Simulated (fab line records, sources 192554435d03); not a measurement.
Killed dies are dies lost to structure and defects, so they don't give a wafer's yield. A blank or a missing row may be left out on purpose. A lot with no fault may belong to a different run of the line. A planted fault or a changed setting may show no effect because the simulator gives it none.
Code-filled problem report in 8D (eight disciplines) form / flow n5_finfet / the parts of the form that need people (team, actions taken, sign-off) are left out
Where a reading is given only as a bound, like >300, the bound stands for it, and a mean or a difference that rests on one is marked > or <: the true number lies beyond.

1. THE ISSUE
raw_defect_count at N5_PASSIVATION_INSPECT_61 reads a mean of >300 on 2 wafers of 2 lots; wafers without a fault read 2.2 with a standard deviation of 1.4. So: +99 or more standard deviations from the usual mean.
The step: inspects for defects (macro).
Seen first at day 15 12:26 on defect_inspect-01, wafer L912.3. At this step, 33 wafers from 11 lots have a number in the record. The rule behind "out" and "out of limits": a value lying over 4 standard deviations away from the usual mean. The rest of the wafers with a number are treated as sound.

2. WHAT IT IS AND WHAT IT IS NOT
question=which readings at this step | is=raw_defect_count | is not=-
question=which lots | is=L912, L913 | is not=L899, L901, L903, L905, L915, L918, L919, L920, L922
question=which wafers of those lots | is=L912.3, L913.1 | is not=L912.1, L912.4, L913.4, L913.5
question=read on which gauges | is=defect_inspect-01 | is not=defect_inspect-02
question=when | is=from day 15 12:26 | is not=up to then (14 sound wafers); but 17 sound wafers of L913, L915, L918, L919, L920, L922 came after

3. THE SUSPECTS, EACH WITH WHAT RULES IT OUT
Counting: any tool at a process step up to the reading remains a suspect provided it ran every lot that is out. Sound lots after the first of them don't rule it out here, since some wafers of a struck lot are sound.
- the gauge at N5_PASSIVATION_INSPECT_61 has been ruled out. All the wafers that are out were read on defect_inspect-01, but those of them that N5_PASSIVATION_PROBE_49 has rows for are out there too, on other tools.
- rie_metal-01 at N5_MIM_BOT_ETCH_ETCH_00 (etches TiN in Cl2/BCl3, target depth 45.5 nm): kept. It ran every lot that is out, first L912 (day 15 10:28).
- pecvd-01 at N5_PASSIVATION_PECVD_01 (deposits SiNx from SiH4/NH3/N2, target thk 200 nm, time 43.2 s): kept. It processed each lot that is out (first: L912, day 15 11:11); up to then, its last sound lot is L903 (day 12 20:26).
- At N5_PASSIVATION_PECVD_01, inside pecvd-01: chamber 2 took the wafers that are out, while their sound lot-mates went through chambers 0, 1.
After counting, rie_metal-01 at N5_MIM_BOT_ETCH_ETCH_00 and pecvd-01 at N5_PASSIVATION_PECVD_01 remain.

4. THE CAUSE (what the simulator had put in)
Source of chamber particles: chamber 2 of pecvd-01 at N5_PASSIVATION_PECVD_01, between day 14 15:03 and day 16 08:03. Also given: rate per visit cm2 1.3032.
2 suspects survive the count, and this tool is in that group.

5. SEQUENCE OF EFFECTS, ordered by route
Each row: a reading where the mean over the struck wafers with a number is more than 3 standard deviations away from the usual. Only readings whose record carries a usual standard deviation are examined. hours: median over the lots of the time between each lot's start at the first step of this table that gives one and its start at this step. sigmas: the change, counted in usual standard deviations.
hours=0; step=N5_PASSIVATION_INSPECT_61; reading=raw_defect_count; usual=2.2; on struck wafers=>300; change=>+298; sigmas=+99 or more
hours=8; step=N5_PASSIVATION_PROBE_49; reading=defect_limited_yield; usual=91.0 %; on struck wafers=84.8; change=-6.2; sigmas=-4.1
hours=8; step=N5_PASSIVATION_PROBE_49; reading=killed_at_other; usual=4; on struck wafers=98; change=+94; sigmas=+28
hours=8; step=N5_PASSIVATION_PROBE_49; reading=killed_dies; usual=106; on struck wafers=178; change=+72; sigmas=+4.3
hours=8; step=N5_PASSIVATION_PROBE_49; reading=killed_on_rim; usual=14; on struck wafers=28; change=+14; sigmas=+3.3
hours=8; step=N5_PASSIVATION_PROBE_49; reading=sort_bin_5_function; usual=5.2 %; on struck wafers=9.8; change=+4.5; sigmas=+4.8
hours=8; step=N5_PASSIVATION_PROBE_49; reading=sort_n_pass; usual=1074; on struck wafers=1002; change=-72; sigmas=-4.3
hours=8; step=N5_PASSIVATION_PROBE_49; reading=sort_yield_pct; usual=91.0 %; on struck wafers=84.8; change=-6.2; sigmas=-4.1
Here are the process steps it includes:
- N5_PASSIVATION_PROBE_49

6. HOW IT WOULD HAVE BEEN CAUGHT EARLIER
21 hours passed between the start of the fault at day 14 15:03 and the first reading out of limits at a measuring or inspecting step in this record, taken at day 15 12:26.
Tool readings at N5_PASSIVATION_PECVD_01 with a usual standard deviation given in the record: none out on any struck wafer, hence no alarm at a limit of 4 standard deviations on them.
Among the 2 lots that are out, L913 began N5_PASSIVATION_PECVD_01 on pecvd-01 after day 15 12:26. Holding the tool at that time would have saved it.
